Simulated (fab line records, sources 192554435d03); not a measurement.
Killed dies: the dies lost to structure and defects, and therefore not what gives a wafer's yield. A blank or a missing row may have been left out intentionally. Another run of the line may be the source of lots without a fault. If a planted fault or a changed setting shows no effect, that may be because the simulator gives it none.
Split-lot trial || flow n5-finfet || on a route of 1938 steps: 7 lots, 39 wafers read

THE SPLIT ITSELF
At N5_ZERO_LAYER_PECVD_02 (deposits SiO2 from SiH4/N2O, target thk 10 nm, time 6 s), the setting time-s was moved away from the recipe's 6 s on 15 of the 39 wafers read, by -50.3% to +30.2%. All remaining wafers had this setting at the recipe value.

The reading comes from the split's own step.

THE READING
SiO2_of_ZERO_LAYER_PECVD_02.thk-nm (the simulator's own value, which no gauge read), in nm, at N5_ZERO_LAYER_PECVD_02 (deposits SiO2 from SiH4/N2O, target thk 10 nm, time 6 s). There is no usual value for it anywhere in the file. The 24 wafers here that ran the recipe average 10.035 nm, standard deviation 0.13 nm.

{"wafer": "L074.1", "tool, chamber at the split": "pecvd-03, 0", "time-s as run, s": 7.809, "against the recipe": "+30.2%", "SiO2_of_ZERO_LAYER_PECVD_02.thk-nm, nm": 13.1, "against lot-mates on the recipe": "+2.959"}
{"wafer": "L074.2", "tool, chamber at the split": "pecvd-03, 1", "time-s as run, s": 7.809, "against the recipe": "+30.2%", "SiO2_of_ZERO_LAYER_PECVD_02.thk-nm, nm": 12.93, "against lot-mates on the recipe": "+2.789"}
{"wafer": "L074.3", "tool, chamber at the split": "pecvd-03, 2", "time-s as run, s": 7.809, "against the recipe": "+30.2%", "SiO2_of_ZERO_LAYER_PECVD_02.thk-nm, nm": 12.88, "against lot-mates on the recipe": "+2.739"}
{"wafer": "L074.4", "tool, chamber at the split": "pecvd-03, 0", "time-s as run, s": 6, "against the recipe": "recipe", "SiO2_of_ZERO_LAYER_PECVD_02.thk-nm, nm": 10.24, "against lot-mates on the recipe": "-"}
{"wafer": "L074.5", "tool, chamber at the split": "pecvd-03, 2", "time-s as run, s": 6, "against the recipe": "recipe", "SiO2_of_ZERO_LAYER_PECVD_02.thk-nm, nm": 10.22, "against lot-mates on the recipe": "-"}
{"wafer": "L074.6", "tool, chamber at the split": "pecvd-03, 1", "time-s as run, s": 6, "against the recipe": "recipe", "SiO2_of_ZERO_LAYER_PECVD_02.thk-nm, nm": 9.962, "against lot-mates on the recipe": "-"}
{"wafer": "L077.1", "tool, chamber at the split": "pecvd-03, 0", "time-s as run, s": 7.542, "against the recipe": "+25.7%", "SiO2_of_ZERO_LAYER_PECVD_02.thk-nm, nm": 12.57, "against lot-mates on the recipe": "+2.473"}
{"wafer": "L077.2", "tool, chamber at the split": "pecvd-03, 1", "time-s as run, s": 7.542, "against the recipe": "+25.7%", "SiO2_of_ZERO_LAYER_PECVD_02.thk-nm, nm": 12.32, "against lot-mates on the recipe": "+2.223"}
{"wafer": "L077.3", "tool, chamber at the split": "pecvd-03, 0", "time-s as run, s": 6, "against the recipe": "recipe", "SiO2_of_ZERO_LAYER_PECVD_02.thk-nm, nm": 10.23, "against lot-mates on the recipe": "-"}
{"wafer": "L077.4", "tool, chamber at the split": "pecvd-03, 1", "time-s as run, s": 6, "against the recipe": "recipe", "SiO2_of_ZERO_LAYER_PECVD_02.thk-nm, nm": 10.04, "against lot-mates on the recipe": "-"}
{"wafer": "L077.5", "tool, chamber at the split": "pecvd-03, 1", "time-s as run, s": 6, "against the recipe": "recipe", "SiO2_of_ZERO_LAYER_PECVD_02.thk-nm, nm": 10.02, "against lot-mates on the recipe": "-"}
{"wafer": "L077.6", "tool, chamber at the split": "pecvd-03, 0", "time-s as run, s": 7.542, "against the recipe": "+25.7%", "SiO2_of_ZERO_LAYER_PECVD_02.thk-nm, nm": 12.81, "against lot-mates on the recipe": "+2.713"}
{"wafer": "L080.1", "tool, chamber at the split": "pecvd-03, 0", "time-s as run, s": 7.454, "against the recipe": "+24.2%", "SiO2_of_ZERO_LAYER_PECVD_02.thk-nm, nm": 12.08, "against lot-mates on the recipe": "+2.261"}
{"wafer": "L080.2", "tool, chamber at the split": "pecvd-03, 0", "time-s as run, s": 7.454, "against the recipe": "+24.2%", "SiO2_of_ZERO_LAYER_PECVD_02.thk-nm, nm": 12.17, "against lot-mates on the recipe": "+2.351"}
{"wafer": "L080.3", "tool, chamber at the split": "pecvd-03, 0", "time-s as run, s": 7.454, "against the recipe": "+24.2%", "SiO2_of_ZERO_LAYER_PECVD_02.thk-nm, nm": 12.25, "against lot-mates on the recipe": "+2.431"}
{"wafer": "L080.4", "tool, chamber at the split": "pecvd-03, 0", "time-s as run, s": 6, "against the recipe": "recipe", "SiO2_of_ZERO_LAYER_PECVD_02.thk-nm, nm": 9.802, "against lot-mates on the recipe": "-"}
{"wafer": "L080.5", "tool, chamber at the split": "pecvd-03, 0", "time-s as run, s": 6, "against the recipe": "recipe", "SiO2_of_ZERO_LAYER_PECVD_02.thk-nm, nm": 9.831, "against lot-mates on the recipe": "-"}
{"wafer": "L080.6", "tool, chamber at the split": "pecvd-03, 0", "time-s as run, s": 6, "against the recipe": "recipe", "SiO2_of_ZERO_LAYER_PECVD_02.thk-nm, nm": 9.823, "against lot-mates on the recipe": "-"}
{"wafer": "L081.1", "tool, chamber at the split": "pecvd-03, 0", "time-s as run, s": 6, "against the recipe": "recipe", "SiO2_of_ZERO_LAYER_PECVD_02.thk-nm, nm": 9.931, "against lot-mates on the recipe": "-"}
{"wafer": "L081.2", "tool, chamber at the split": "pecvd-03, 2", "time-s as run, s": 6, "against the recipe": "recipe", "SiO2_of_ZERO_LAYER_PECVD_02.thk-nm, nm": 9.955, "against lot-mates on the recipe": "-"}
{"wafer": "L081.3", "tool, chamber at the split": "pecvd-03, 0", "time-s as run, s": 6, "against the recipe": "recipe", "SiO2_of_ZERO_LAYER_PECVD_02.thk-nm, nm": 9.96, "against lot-mates on the recipe": "-"}
{"wafer": "L081.4", "tool, chamber at the split": "pecvd-03, 2", "time-s as run, s": 6, "against the recipe": "recipe", "SiO2_of_ZERO_LAYER_PECVD_02.thk-nm, nm": 10.07, "against lot-mates on the recipe": "-"}
{"wafer": "L081.5", "tool, chamber at the split": "pecvd-03, 0", "time-s as run, s": 6, "against the recipe": "recipe", "SiO2_of_ZERO_LAYER_PECVD_02.thk-nm, nm": 10.11, "against lot-mates on the recipe": "-"}
{"wafer": "L081.6", "tool, chamber at the split": "pecvd-03, 2", "time-s as run, s": 6, "against the recipe": "recipe", "SiO2_of_ZERO_LAYER_PECVD_02.thk-nm, nm": 9.928, "against lot-mates on the recipe": "-"}
{"wafer": "L084.1", "tool, chamber at the split": "pecvd-01, 0", "time-s as run, s": 2.983, "against the recipe": "-50.3%", "SiO2_of_ZERO_LAYER_PECVD_02.thk-nm, nm": 5.158, "against lot-mates on the recipe": -4.959}
{"wafer": "L084.2", "tool, chamber at the split": "pecvd-01, 2", "time-s as run, s": 6, "against the recipe": "recipe", "SiO2_of_ZERO_LAYER_PECVD_02.thk-nm, nm": 9.931, "against lot-mates on the recipe": "-"}
{"wafer": "L084.3", "tool, chamber at the split": "pecvd-01, 1", "time-s as run, s": 6, "against the recipe": "recipe", "SiO2_of_ZERO_LAYER_PECVD_02.thk-nm, nm": 10.16, "against lot-mates on the recipe": "-"}
{"wafer": "L084.4", "tool, chamber at the split": "pecvd-01, 2", "time-s as run, s": 2.983, "against the recipe": "-50.3%", "SiO2_of_ZERO_LAYER_PECVD_02.thk-nm, nm": 4.9, "against lot-mates on the recipe": -5.217}
{"wafer": "L084.5", "tool, chamber at the split": "pecvd-01, 0", "time-s as run, s": 6, "against the recipe": "recipe", "SiO2_of_ZERO_LAYER_PECVD_02.thk-nm, nm": 10.26, "against lot-mates on the recipe": "-"}
{"wafer": "L084.6", "tool, chamber at the split": "pecvd-01, 1", "time-s as run, s": 2.983, "against the recipe": "-50.3%", "SiO2_of_ZERO_LAYER_PECVD_02.thk-nm, nm": 5.147, "against lot-mates on the recipe": -4.970}
{"wafer": "L088.1", "tool, chamber at the split": "pecvd-04, 0", "time-s as run, s": 3.573, "against the recipe": "-40.4%", "SiO2_of_ZERO_LAYER_PECVD_02.thk-nm, nm": 5.708, "against lot-mates on the recipe": -4.289}
{"wafer": "L088.2", "tool, chamber at the split": "pecvd-04, 1", "time-s as run, s": 3.573, "against the recipe": "-40.4%", "SiO2_of_ZERO_LAYER_PECVD_02.thk-nm, nm": 5.787, "against lot-mates on the recipe": -4.210}
{"wafer": "L088.3", "tool, chamber at the split": "pecvd-04, 1", "time-s as run, s": 6, "against the recipe": "recipe", "SiO2_of_ZERO_LAYER_PECVD_02.thk-nm, nm": 10.03, "against lot-mates on the recipe": "-"}
{"wafer": "L088.4", "tool, chamber at the split": "pecvd-04, 0", "time-s as run, s": 6, "against the recipe": "recipe", "SiO2_of_ZERO_LAYER_PECVD_02.thk-nm, nm": 10.01, "against lot-mates on the recipe": "-"}
{"wafer": "L088.5", "tool, chamber at the split": "pecvd-04, 0", "time-s as run, s": 6, "against the recipe": "recipe", "SiO2_of_ZERO_LAYER_PECVD_02.thk-nm, nm": 9.95, "against lot-mates on the recipe": "-"}
{"wafer": "L088.6", "tool, chamber at the split": "pecvd-04, 1", "time-s as run, s": 3.573, "against the recipe": "-40.4%", "SiO2_of_ZERO_LAYER_PECVD_02.thk-nm, nm": 5.883, "against lot-mates on the recipe": -4.114}
{"wafer": "L096.2", "tool, chamber at the split": "pecvd-01, 1", "time-s as run, s": 6, "against the recipe": "recipe", "SiO2_of_ZERO_LAYER_PECVD_02.thk-nm, nm": 10.13, "against lot-mates on the recipe": "-"}
{"wafer": "L096.3", "tool, chamber at the split": "pecvd-01, 0", "time-s as run, s": 6, "against the recipe": "recipe", "SiO2_of_ZERO_LAYER_PECVD_02.thk-nm, nm": 10.03, "against lot-mates on the recipe": "-"}
{"wafer": "L096.5", "tool, chamber at the split": "pecvd-01, 0", "time-s as run, s": 6, "against the recipe": "recipe", "SiO2_of_ZERO_LAYER_PECVD_02.thk-nm, nm": 10.21, "against lot-mates on the recipe": "-"}

FIT RESULTS
A straight line over all 39 wafers: SiO2_of_ZERO_LAYER_PECVD_02.thk-nm changes by +0.099 nm for each +1% of time-s; r = +1.00; the points scatter about the line by 0.16 nm.
The same after taking each lot's own level away (the mean of its wafers on the recipe; 39 wafers): +0.0995 nm for each +1%; r = +1.00; scatter 0.12 nm.
The reading moves by 5 nm for the largest change in time-s, on that fit.
Measured against the standard deviation above, the lots' own levels, which go from 9.8187 to 10.1407 nm, span 2.4 times it.
The two slopes are in agreement: the lot-to-lot level therefore moves the slope only a little.
Check: -5.06 nm against its lot-mates is what the line predicts for one of the wafers moved furthest among these (-50.3%) when that wafer is left out of the fit. Against them it came out at -4.96 nm.

FILE'S OWN FIT
SiO2_of_ZERO_LAYER_PECVD_02.thk-nm changes by +0.0996 nm for each +1% of time-s, r = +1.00.
